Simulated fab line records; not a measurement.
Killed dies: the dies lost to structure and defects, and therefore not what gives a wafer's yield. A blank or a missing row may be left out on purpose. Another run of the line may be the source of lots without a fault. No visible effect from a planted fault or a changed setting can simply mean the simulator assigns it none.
Matching of chambers :: flow nand harc :: rie diel-04 running NHARC_P_GATE_DESCUM_48: 4 sister chambers
The step chemistry O2, time 3 s. 8 wafers are shown with their chamber, then 7 later ones without.

== WAFERS WITH THEIR CHAMBER ==
wafer: L415.1
chamber: 0
drypump motor current A (A): 5.8
o2 flow sccm (sccm): 200.7

wafer: L417.5
chamber: 3
drypump motor current A (A): 5.5
o2 flow sccm (sccm): 199.9

wafer: L417.6
chamber: 0
drypump motor current A (A): 5.8
o2 flow sccm (sccm): 199.5

wafer: L421.2
chamber: 1
drypump motor current A (A): 5.6
o2 flow sccm (sccm): 200.6

wafer: L421.5
chamber: 2
drypump motor current A (A): 5.3
o2 flow sccm (sccm): 200.0

wafer: L421.6
chamber: 3
drypump motor current A (A): 5.4
o2 flow sccm (sccm): 199.5

wafer: L422.1
chamber: 1
drypump motor current A (A): 5.5
o2 flow sccm (sccm): 200.4

wafer: L422.3
chamber: 2
drypump motor current A (A): 5.3
o2 flow sccm (sccm): 200.0

== WAFERS MISSING THEIR CHAMBER ==
wafer: L422.5
drypump motor current A (A): 5.5
o2 flow sccm (sccm): 201.1

wafer: L424.4
drypump motor current A (A): 5.6
o2 flow sccm (sccm): 200.2

wafer: L424.5
drypump motor current A (A): 5.4
o2 flow sccm (sccm): 200.1

wafer: L424.6
drypump motor current A (A): 5.8
o2 flow sccm (sccm): 200.0

wafer: L427.3
drypump motor current A (A): 5.4
o2 flow sccm (sccm): 199.7

wafer: L427.5
drypump motor current A (A): 5.4
o2 flow sccm (sccm): 200.2

wafer: L427.6
drypump motor current A (A): 5.8
o2 flow sccm (sccm): 201.0

== WHICH CHAMBER EACH ONE RAN IN ==
wafer: L422.5
from the rows above: can't be placed: 1 or 3
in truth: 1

wafer: L424.4
from the rows above: can't be placed: 1 or 3
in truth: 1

wafer: L424.5
from the rows above: can't be placed: 3 or 2 or 1
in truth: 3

wafer: L424.6
from the rows above: 0
in truth: 0

wafer: L427.3
from the rows above: can't be placed: 3 or 2
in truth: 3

wafer: L427.5
from the rows above: can't be placed: 3 or 2 or 1
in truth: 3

wafer: L427.6
from the rows above: 0
in truth: 0
Correct placement for 2 of the 7. Not placeable from these rows: 5 (in 5, the candidates include the true chamber). Number placed wrongly: 0.
How it was worked out, from the rows above alone: a wafer's distance from a chamber is the root of the sum, over the readings, of the square of ((its reading less the chamber's mean) divided by the reading's scatter). If the next closest chamber is less than 2 further off than the closest, the wafer can't be placed; otherwise it belongs to the closest. The mean given for a chamber averages the wafers shown for that chamber. How the scatter is found: for the shown wafers, subtract from each reading the mean of its chamber, square and add these, divide the total by (wafers less chambers), then take the root.
